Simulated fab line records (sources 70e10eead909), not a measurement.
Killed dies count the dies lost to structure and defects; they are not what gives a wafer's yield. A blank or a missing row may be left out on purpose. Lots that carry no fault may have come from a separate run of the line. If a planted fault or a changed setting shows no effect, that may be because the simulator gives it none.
fab line records	flow nand-harc
[record] lots = 6	wafers = 18	last-day = 33
route steps=1302 shown A_BLC@1119 END@1302
lots with no fault: from the same line, run without faults
start-h: hours from the record's opening day to when the first of the lot's shown wafers began	wait-h: hours since the lot's step before	" as in the row above	L1.1+2: one row covering several wafers at once	- either no value or no given start	* or withheld: withheld	< > ~ a bound
route shown NAME@n: names a module that has steps shown in the file, with the first one's number in the route	usual: mean/standard deviation of fault-free wafers	same: alike in all rows	chamber/n: place in a boat	sites: readings site by site	_std_site: their standard deviation	_edge_site: inner sites' mean taken away from outer sites' mean	radius-mm: for every site, how far away it sits from the centre of the wafer	mask NAME#n: copy n	behind: the tool/chamber that last shaped the wafer	hold: the reason the lot was held/the length of the hold in hours/how it ended	device: whichever transistor did not switch (one of n, p or np)	end of line: tests of these same wafers at the route's end	where a step has no rows: the recipe by itself	killed: count of dies lost to structure and defects at first sort (not the wafer's yield)	map: a wafer's dies, x killed, . not, _ none there
set.NAME: the setting as run; set.NAME@STEP: as run at that earlier step	model.NAME: the simulator's own value behind a step, which no gauge read
lots at some steps of the route; a table a step, a row a wafer
services: a tool's chamber out of use, with start hour (start-h, from the record's first day; less than 0 if before it), hours out, and reason
[[steps]]
[step NHARC_A_BLC_INSPECT_12]
[usual] raw-defect-count = 76/37
lot.wafer	tool	chamber	start-h	wait-h	raw-defect-count
L826.1	defect-inspect-02	-	567.04	0.0	106
L826.4	"	-	"	"	100
L826.5	"	-	"	"	97
L828.2	defect-inspect-02	-	573.07	0.0	30
L828.4	"	-	"	"	37
L828.5	"	-	"	"	21
L836.2	defect-inspect-01	-	646.13	0.0	37
L836.4	"	-	"	"	58
L836.6	"	-	"	"	35
L844.1	defect-inspect-02	-	722.52	0.0	28
L844.3	"	-	"	"	26
L844.6	"	-	"	"	27
L843.1	defect-inspect-01	-	731.78	0.0	63
L843.3	"	-	"	"	84
L843.6	"	-	"	"	59
L841.4	defect-inspect-02	-	741.24	0.0	64
L841.5	"	-	"	"	60
L841.6	"	-	"	"	58
[step NHARC_A_BLC_DESCUM_15]
[recipe] time-s = 3	o2-flow-sccm = 200	ar-flow-sccm = 0	bias-power-w = 0	chemistry = O2
[usual] chamber-pressure-mTorr = 60.00/0.06	drypump-motor-current-A = 5.8/0.34	oes-product-au = 1.000/0.0077	rf-vpp-V = 58.0/0.87	showerhead-plenum-p-Torr = 1.95/0.083	throttle-valve-pct = 11.311/0.0092
lot.wafer	tool	chamber	start-h	wait-h	chamber-pressure-mTorr	drypump-motor-current-A	oes-product-au	rf-hours-counter-h	rf-vpp-V	showerhead-plenum-p-Torr	throttle-valve-pct
L826.1	rie-diel-05	3	567.11	0.1	59.94	5.7	1.006	11	60.0	2.01	11.304
L826.4	"	1	"	"	59.97	5.3	1.010	11	57.4	1.99	11.302
L826.5	"	2	"	"	60.02	5.8	1.007	-	57.4	2.04	11.312
L828.2	rie-diel-05	3	573.14	0.1	59.95	5.7	0.998	11	58.2	2.01	11.313
L828.4	"	0	"	"	60.01	6.2	1.005	11	57.2	1.96	11.319
L828.5	"	2	"	"	59.99	5.8	0.998	-	56.7	2.04	11.324
L836.4	rie-diel-03	2	646.19	0.1	60.06	6.2	0.992	0	58.2	2.03	11.312
L836.2	"	0	"	"	60.04	5.7	0.998	0	57.7	1.86	11.314
L836.6	"	2	"	"	60.00	6.3	0.995	-	57.9	2.03	11.314
L844.1	rie-diel-03	1	722.59	0.1	60.09	5.9	0.979	5	58.1	1.89	11.306
L844.3	"	3	"	"	60.08	6.1	0.997	5	59.6	1.78	11.319
L844.6	"	0	"	"	60.07	5.6	0.996	-	57.2	1.86	11.296
L843.1	rie-diel-03	2	731.84	0.1	60.08	6.2	0.995	7	57.8	2.02	11.310
L843.3	"	0	"	"	59.93	5.7	1.003	7	57.6	1.86	11.327
L843.6	"	2	"	"	59.97	6.3	0.991	-	58.9	2.02	11.309
L841.4	rie-diel-05	2	741.30	0.1	60.00	5.8	1.005	9	58.5	2.04	11.308
L841.5	"	1	"	"	60.12	5.3	0.985	-	58.2	1.98	11.309
L841.6	"	2	"	"	60.01	5.8	1.007	-	58.9	2.04	11.310
[step NHARC_A_BLC_ETCH_16]
[recipe] target-depth-a = 390	over-etch-frac = 0.3	time-s = 65	ion-energy-ev = 80	cf4-flow-sccm = 150	ar-flow-sccm = 0	rf-w = 300	bias-w = 100	chemistry = CF4
[step NHARC_A_BLC_ETCH_17]
[recipe] target-depth-a = 3900	over-etch-frac = 0.25	time-s = 609.38	ion-energy-ev = 200	n2-flow-sccm = 150	h2-flow-sccm = 150	ar-flow-sccm = 0	rf-w = 400	bias-w = 150	chemistry = N2/H2
[step NHARC_A_BLC_ETCH_18]
[recipe] target-depth-a = 9100	c4f8-flow-sccm = 20	o2-flow-sccm = 10	ar-flow-sccm = withheld	rf-w = 600	bias-w = 1500	chemistry = C4F8/O2/Ar
[step NHARC_A_BLC_CD_MEAS_19]
[usual] cd-nm = 99.4/1.7
lot.wafer	tool	chamber	start-h	wait-h	cd-nm
L826.1	cd-sem-03	-	568.06	-	97.8
L826.4	"	-	"	"	98.4
L826.5	"	-	"	"	98.9
L828.2	cd-sem-03	-	574.11	-	99.3
L828.4	"	-	"	"	98.0
L828.5	"	-	"	"	97.5
L836.2	cd-sem-03	-	647.23	-	99.6
L836.4	"	-	"	"	99.9
L836.6	"	-	"	"	97.0
L844.1	cd-sem-01	-	723.55	-	98.5
L844.3	"	-	"	"	101.0
L844.6	"	-	"	"	100.7
L843.1	cd-sem-02	-	732.80	-	99.0
L843.3	"	-	"	"	97.1
L843.6	"	-	"	"	97.4
L841.4	cd-sem-01	-	742.28	-	100.0
L841.5	"	-	"	"	99.5
L841.6	"	-	"	"	99.4
[step NHARC_A_BLC_STRIP_29]
[recipe] cf4-flow-sccm = 150	ar-flow-sccm = 0	bias-w = 0	chemistry = CF4
[usual] chamber-pressure-mTorr = 50.00/0.045	drypump-motor-current-A = 5.8/0.35	oes-product-au = 1.002/0.0087	rf-vpp-V = 59.4/0.87	showerhead-plenum-p-Torr = 1.79/0.074	throttle-valve-pct = 13.285/0.01
lot.wafer	tool	chamber	start-h	wait-h	chamber-pressure-mTorr	drypump-motor-current-A	oes-product-au	rf-hours-counter-h	rf-vpp-V	showerhead-plenum-p-Torr	throttle-valve-pct
L826.1	rie-diel-05	3	568.16	0.1	50.01	5.7	0.992	11	59.5	1.85	13.287
L826.4	"	0	"	"	49.98	6.1	1.016	11	59.6	1.81	13.291
L826.5	"	2	"	"	50.01	5.8	1.001	-	60.0	1.88	13.290
L828.2	rie-diel-05	1	574.19	0.1	49.98	5.3	1.009	12	58.7	1.83	13.289
L828.4	"	2	"	"	49.99	5.8	1.002	12	59.8	1.88	13.292
L828.5	"	0	"	"	49.97	6.2	1.010	-	59.9	1.81	13.281
L836.2	rie-diel-03	0	647.31	0.1	49.96	5.6	1.000	0	60.5	1.72	13.284
L836.4	"	1	"	"	49.94	5.8	0.990	1	58.6	1.75	13.290
L836.6	"	3	"	"	50.00	6.1	1.013	-	58.5	1.65	13.274
L844.1	rie-diel-05	0	723.63	0.1	50.01	6.1	1.003	7	60.0	1.80	13.284
L844.3	"	2	"	"	49.89	5.8	0.995	8	59.9	1.88	13.270
L844.6	"	3	"	"	49.98	5.7	1.000	-	59.8	1.85	13.287
L843.3	rie-diel-05	0	732.90	0.1	50.02	6.2	0.996	8	59.5	1.80	13.291
L843.1	"	1	"	"	50.04	5.3	0.985	9	59.8	1.83	13.281
L843.6	"	2	"	"	50.01	5.7	1.004	-	60.1	1.88	13.281
L841.4	rie-diel-05	0	742.37	0.1	50.06	6.1	0.993	9	60.5	1.80	13.273
L841.5	"	1	"	"	49.98	5.3	0.991	-	59.4	1.83	13.280
L841.6	"	2	"	"	50.00	5.8	1.009	-	59.6	1.87	13.286
[step NHARC_A_BLC_STRIP_21]
[recipe] o2-flow-sccm = 500	ar-flow-sccm = 0	bias-w = 0	chemistry = O2
[usual] chamber-pressure-mTorr = 60.00/0.057	drypump-motor-current-A = 5.8/0.35	oes-product-au = 1.001/0.0071	rf-vpp-V = 57.9/0.89	showerhead-plenum-p-Torr = 3.58/0.14	throttle-valve-pct = 17.037/0.0086
lot.wafer	tool	chamber	start-h	wait-h	chamber-pressure-mTorr	drypump-motor-current-A	oes-product-au	rf-hours-counter-h	rf-vpp-V	showerhead-plenum-p-Torr	throttle-valve-pct
L826.1	rie-diel-05	1	568.24	0.1	60.03	5.3	0.999	11	56.6	3.65	17.045
L826.4	"	2	"	"	59.94	5.8	1.001	11	59.5	3.75	17.024
L826.5	"	1	"	"	60.01	5.3	0.997	-	57.4	3.65	17.022
L828.2	rie-diel-05	0	574.28	0.1	60.01	6.2	1.008	12	59.1	3.60	17.038
L828.4	"	1	"	"	60.12	5.3	1.000	12	56.7	3.65	17.040
L828.5	"	0	"	"	60.03	6.2	1.002	-	57.4	3.60	17.039
L836.4	rie-diel-03	3	647.41	0.1	59.98	6.1	1.002	0	58.5	3.30	17.033
L836.2	"	2	"	"	60.00	6.3	0.990	0	59.1	3.72	17.026
L836.6	"	3	"	"	60.11	6.1	1.020	-	57.4	3.30	17.038
L844.1	rie-diel-05	0	723.73	0.1	60.00	6.2	0.998	7	58.5	3.60	17.027
L844.3	"	1	"	"	60.07	5.3	0.995	8	58.0	3.65	17.041
L844.6	"	1	"	"	59.90	5.3	0.999	-	57.5	3.65	17.059
L843.1	rie-diel-05	2	732.98	0.1	60.02	5.8	1.002	9	57.7	3.74	17.053
L843.3	"	0	"	"	60.04	6.2	1.003	8	58.6	3.60	17.043
L843.6	"	3	"	"	59.96	5.7	1.006	-	57.6	3.69	17.039
L841.4	rie-diel-05	2	742.45	0.1	60.10	5.8	1.003	10	56.5	3.74	17.056
L841.5	"	2	"	"	60.00	5.8	0.998	-	57.3	3.74	17.040
L841.6	"	3	"	"	60.00	5.7	1.003	-	58.1	3.69	17.036
[step NHARC_A_BLC_STRIP_22]
[recipe] time-s = 600	temp-c = 30	chemistry = post-etch-residue-remover
[step NHARC_A_BLC_DEGAS_30]
[recipe] temp-c = 300	time-s = 60
[step NHARC_A_BLC_PRE_CLEAN_31]
[recipe] time-s = 15	bias-v = 250	gas = Ar
[step NHARC_A_BLC_PVD_32]
[recipe] target-thk-a = 50	chamber-pressure-pa = 5	power-w = 5000	substrate-temp-c = 200	time-s = 17.7	material = Ti
[usual] throttle-valve-pct = 30.1/0.8
lot.wafer	tool	chamber	start-h	wait-h	throttle-valve-pct
L826.4	pvd-sputter-02	-	-	-	30.3
L826.1	"	-	"	"	30.3
L826.5	"	-	"	"	30.2
L828.2	pvd-sputter-02	-	-	-	30.3
L828.4	"	-	"	"	30.4
L828.5	"	-	"	"	30.3
L836.4	pvd-sputter-03	-	-	-	29.7
L836.2	"	-	"	"	30.3
L836.6	"	-	"	"	29.8
L844.1	pvd-sputter-02	-	-	-	30.6
L844.3	"	-	"	"	30.0
L844.6	"	-	"	"	30.9
L843.1	pvd-sputter-02	-	-	-	30.1
L843.3	"	-	"	"	29.1
L843.6	"	-	"	"	31.3
L841.4	pvd-sputter-03	-	-	-	28.6
L841.5	"	-	"	"	30.2
L841.6	"	-	"	"	29.8
[step NHARC_A_BLC_ALD_23]
[recipe] target-thk-a = 30	pulse-time-s = 1	ald-cycles = 150	temp-c = 450	material = TiN
[usual] ald-cycles = 150/0	heater-power-outer-w = 673/53	heater-power-w = 1085/100	precursor-pulse-height-rel = 0.999/0.02
lot.wafer	tool	chamber	start-h	wait-h	ald-cycles	heater-power-outer-w	heater-power-w	precursor-pulse-height-rel
L826.4	ald-metal-02	0	568.92	-	150	626	1026	1.033
L826.1	"	2	"	"	150	606	1027	0.997
L826.5	"	0	"	"	150	630	1032	1.043
L828.2	ald-metal-04	0	574.97	-	150	604	991	0.995
L828.4	"	1	"	"	150	636	894	0.984
L828.5	"	3	"	"	150	606	945	1.012
L836.2	ald-metal-03	1	648.07	-	150	754	1247	0.997
L836.4	"	2	"	"	150	677	1140	0.986
L836.6	"	2	"	"	150	700	1151	0.983
L844.1	ald-metal-03	3	724.44	-	136	803	1165	1.012
L844.3	"	0	"	"	150	720	1184	1.008
L844.6	"	2	"	"	150	680	1165	0.976
L843.1	ald-metal-02	1	733.69	-	150	679	1088	0.998
L843.3	"	2	"	"	150	651	1126	1.009
L843.6	"	0	"	"	150	574	977	0.989
L841.4	ald-metal-03	0	743.17	-	136	721	1167	0.995
L841.5	"	1	"	"	150	722	1214	1.030
L841.6	"	2	"	"	150	689	1147	0.936
[step NHARC_A_BLC_CVD_24]
[recipe] target-thk-a = 1500	temp-c = 300	pressure-torr = 40	wf6-flow-sccm = 40	h2-flow-sccm = 1600	ar-flow-sccm = 1560	time-s = 434	material = W
[usual] heater-power-outer-w = 266/31	heater-power-w = 490/74	throttle-valve-pct = 8.09/0.16
lot.wafer	tool	chamber	start-h	wait-h	heater-power-outer-w	heater-power-w	throttle-valve-pct
L826.1	cvd-w-01	0	-	-	233	400	7.86
L826.4	"	0	"	"	242	400	8.19
L826.5	"	1	"	"	237	425	7.77
L828.2	cvd-w-01	1	-	-	238	428	7.75
L828.4	"	0	"	"	233	402	8.01
L828.5	"	0	"	"	235	400	8.21
L836.2	cvd-w-02	0	-	-	286	515	8.19
L836.4	"	0	"	"	280	517	8.04
L836.6	"	1	"	"	313	581	8.12
L844.1	cvd-w-01	0	-	-	240	420	8.10
L844.3	"	1	"	"	234	441	7.89
L844.6	"	0	"	"	236	408	8.09
L843.1	cvd-w-02	1	-	-	307	593	8.39
L843.3	"	0	"	"	277	525	8.12
L843.6	"	1	"	"	320	603	8.26
L841.4	cvd-w-02	1	-	-	296	604	8.03
L841.6	"	0	"	"	285	530	8.17
L841.5	"	1	"	"	307	586	8.21
[step NHARC_END_SORT_01]
[recipe] temp-c = 25
[usual] killed-at-array = 50/17	killed-at-other = 0.7/1	killed-at-periphery = 3.4/2.4	killed-dies = 54/17	killed-open = 3.3/1.7	killed-short = 2.5/1.6
[same] gross-dies = 677
lot.wafer	tool	chamber	start-h	wait-h	killed-at-array	killed-at-other	killed-at-periphery	killed-dies	killed-open	killed-short
L826.1	prober-01	0	612.27	2.5	54	2	9	65	7	3
L826.4	prober-01	0	614.65	3.4	46	2	5	53	3	0
L826.5	prober-01	0	615.44	3.7	77	0	3	80	1	2
L828.2	prober-02	0	618.29	2.8	26	0	3	29	1	0
L828.4	prober-02	0	619.90	3.4	33	0	2	35	0	0
L828.5	prober-02	0	620.70	3.7	30	0	7	37	4	3
L836.2	prober-01	0	690.03	2.8	34	1	4	39	3	1
L836.4	prober-01	0	691.60	3.4	43	1	2	46	2	2
L836.6	prober-01	0	693.17	3.9	35	1	2	38	1	2
L844.1	prober-01	0	771.09	2.5	28	1	2	31	6	4
L844.3	prober-01	0	772.67	3.1	22	1	0	23	2	1
L844.6	prober-01	0	775.04	3.9	30	4	3	37	6	1
L841.4	prober-02	0	793.55	3.4	45	3	2	50	2	3
L841.5	prober-02	0	794.36	3.7	43	1	5	49	3	5
L841.6	prober-02	0	795.17	4.0	44	4	2	50	4	1
// killed by level:class
L826.1 A_SLIT:chamber-film-flake=18 A_CHANNEL_HOLE_D1:chamber-film-flake=14 A_CHANNEL_HOLE_D2:chamber-film-flake=9 P_GATE:chamber-film-flake=8 A_CHANNEL_FILL_D1:geometric-particle:open=3 A_CONTACT:chamber-film-flake=2 THIN_TSV:chamber-film-flake=2 A_ONON_D1:geometric-particle:short=1
L826.4 A_CHANNEL_HOLE_D1:chamber-film-flake=15 A_SLIT:chamber-film-flake=14 A_CHANNEL_HOLE_D2:chamber-film-flake=9 P_GATE:chamber-film-flake=4 THIN_TSV:chamber-film-flake=2 A_CHANNEL_FILL_D1:geometric-particle:open=1 A_CHANNEL_FILL_D2:geometric-particle:open=1 A_CONTACT:geometric-particle:open=1
L826.5 A_CHANNEL_HOLE_D1:chamber-film-flake=36 A_SLIT:chamber-film-flake=26 A_CHANNEL_HOLE_D2:chamber-film-flake=11 P_GATE:chamber-film-flake=3 A_CHANNEL_FILL_D1:geometric-particle:open=1 A_CHANNEL_FILL_D1:geometric-particle:short=1 A_CHANNEL_FILL_D2:geometric-particle:short=1 A_WL_FILL:chamber-film-flake=1
L828.2 A_CHANNEL_HOLE_D2:chamber-film-flake=15 A_CHANNEL_HOLE_D1:chamber-film-flake=3 A_STAIRCASE:chamber-film-flake=3 A_CONTACT:chamber-film-flake=2 A_ONON_D1:geometric-particle:open=1 P_ZERO_WELL:chamber-film-flake=1 P_M1:chamber-film-flake=1 P_M2:chamber-film-flake=1
L828.4 A_CHANNEL_HOLE_D2:chamber-film-flake=18 A_STAIRCASE:chamber-film-flake=4 A_M1:chamber-film-flake=4 A_CHANNEL_HOLE_D1:chamber-film-flake=3 A_CONTACT:chamber-film-flake=2 P_ZERO_WELL:chamber-film-flake=1 P_GATE:chamber-film-flake=1 A_CHANNEL_FILL_D1:chamber-film-flake=1
L828.5 A_CHANNEL_HOLE_D2:chamber-film-flake=14 A_STAIRCASE:chamber-film-flake=3 A_CONTACT:chamber-film-flake=3 A_M1:chamber-film-flake=3 A_CHANNEL_FILL_D2:geometric-particle:short=2 P_ZERO_WELL:chamber-film-flake=2 P_M2:chamber-film-flake=2 P_STI:geometric-particle:open=1
L836.2 A_CHANNEL_HOLE_D2:chamber-film-flake=15 A_CONTACT:chamber-film-flake=7 A_CHANNEL_HOLE_D1:chamber-film-flake=4 A_BLC:chamber-film-flake=4 P_GATE:chamber-film-flake=2 P_CONTACT:geometric-particle:open=1 P_M0:geometric-particle:short=1 A_WL_FILL:geometric-particle:open=1
L836.4 A_CHANNEL_HOLE_D2:chamber-film-flake=23 A_CHANNEL_HOLE_D1:chamber-film-flake=7 A_CONTACT:chamber-film-flake=5 A_ONON_D1:geometric-particle:short=2 A_BLC:chamber-film-flake=2 A_ONON_D1:geometric-particle:open=1 A_WL_FILL:geometric-particle:open=1 P_ZERO_WELL:chamber-film-flake=1
L836.6 A_CHANNEL_HOLE_D2:chamber-film-flake=17 A_CHANNEL_HOLE_D1:chamber-film-flake=7 A_CONTACT:chamber-film-flake=4 P_GATE:chamber-film-flake=2 A_BLC:chamber-film-flake=2 A_ONON_D2:geometric-particle:short=1 A_WL_FILL:geometric-particle:short=1 A_WL_FILL:geometric-particle:open=1
L844.1 A_STAIRCASE:chamber-film-flake=9 A_SLIT:chamber-film-flake=4 A_CHANNEL_FILL_D1:geometric-particle:short=2 A_M0:geometric-particle:open=2 A_CHANNEL_FILL_D1:geometric-particle:open=1 A_ONON_D2:geometric-particle:short=1 A_CHANNEL_FILL_D2:geometric-particle:short=1 A_WL_FILL:geometric-particle:open=1
L844.3 A_STAIRCASE:chamber-film-flake=7 A_CONTACT:chamber-film-flake=4 A_CHANNEL_HOLE_D2:chamber-film-flake=2 A_SLIT:chamber-film-flake=2 A_CHANNEL_HOLE_D1:geometric-particle:short=1 A_CHANNEL_FILL_D2:geometric-particle:open=1 A_SLIT:geometric-particle:open=1 A_ZERO_WELL:chamber-film-flake=1
L844.6 A_SLIT:chamber-film-flake=13 A_STAIRCASE:chamber-film-flake=8 THIN_TSV:chamber-film-flake=4 A_ZERO_WELL:chamber-film-flake=2 P_GATE:geometric-particle:open=1 P_CONTACT:geometric-particle:open=1 A_CHANNEL_HOLE_D1:geometric-particle:open=1 A_DECK1_JOINT:geometric-particle:open=1
L841.4 A_SLIT:chamber-film-flake=31 A_CHANNEL_HOLE_D1:unspecified=3 A_CONTACT:chamber-film-flake=3 THIN_TSV:chamber-film-flake=3 A_DECK1_JOINT:geometric-particle:short=1 A_CHANNEL_HOLE_D2:geometric-particle:open=1 A_CHANNEL_HOLE_D2:geometric-particle:short=1 A_CHANNEL_FILL_D2:geometric-particle:short=1
L841.5 A_SLIT:chamber-film-flake=26 A_CONTACT:chamber-film-flake=6 P_ZERO_WELL:chamber-film-flake=3 A_CHANNEL_HOLE_D1:unspecified=3 A_ONON_D2:geometric-particle:short=2 P_STI:chamber-film-flake=2 A_SOURCE_PLATE:geometric-particle:open=1 A_SOURCE_PLATE:geometric-particle:short=1
L841.6 A_SLIT:chamber-film-flake=29 A_CONTACT:chamber-film-flake=7 THIN_TSV:chamber-film-flake=3 A_ONON_D1:geometric-particle:open=2 A_STAIRCASE:chamber-film-flake=2 A_DECK1_JOINT:geometric-particle:open=1 A_DECK1_JOINT:geometric-particle:short=1 THIN_TSV:geometric-particle:open=1
[[services]]
tool	chamber	start-h	hours	kind
cvd-w-01	-	547.65	13.0	pm
ald-metal-02	3	556.69	6.2	repair
rie-diel-05	-	560.94	0.1	repair
ald-metal-03	-	568.00	10.0	pm
cvd-w-02	0	568.43	7.0	repair
rie-diel-05	-	583.60	9.0	pm
ald-metal-02	-	610.00	10.0	pm
cvd-w-01	-	626.34	2.5	repair
cvd-w-02	-	631.20	13.0	pm
cvd-w-01	-	634.84	0.3	repair
rie-diel-03	-	635.38	9.0	pm
pvd-sputter-02	-	638.00	10.0	pm
cvd-w-01	-	640.59	19.1	repair
ald-metal-04	3	651.34	22.0	repair
ald-metal-04	-	652.00	10.0	pm
rie-diel-05	0	660.61	9.7	repair
pvd-sputter-02	-	682.77	3.9	repair
ald-metal-03	-	695.69	1.7	repair
pvd-sputter-03	-	704.02	10.0	pm
ald-metal-02	2	715.98	10.8	repair
cvd-w-01	-	728.65	13.0	pm
rie-diel-03	-	729.35	0.9	repair
rie-diel-03	-	734.66	1.5	repair
cvd-w-02	-	736.12	1.2	repair
[[key]]
[first-sign] step = NHARC_A_BLC_ALD_23	reading = ald-cycles	direction = down	sigmas = 99+	usual = 150	struck = 136
effect none on later readings
met-at NHARC_A_BLC_ALD_23
struck-wafers L841.4,L844.1
tester-left-out L841,L844
onset-between 648.07 724.44
[fault] kind = process-parameter-drift	tool = ald-metal-03	chamber = -	onset-h = 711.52	steps = NHARC_A_BLC_ALD_23	channel = ald-cycles	offset = -14	shape = step	end-h = 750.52	scope = struck-wafers-only	acts-in = these-recipes-only	stated = 150
// tester-left-out: of these lots the tester's yield and bins aren't shown, on N5 and GAA mostly nor the transistor test; their killed dies are dies lost to structure and defects alone, not to doping, threshold or leakage, so they don't give the yield
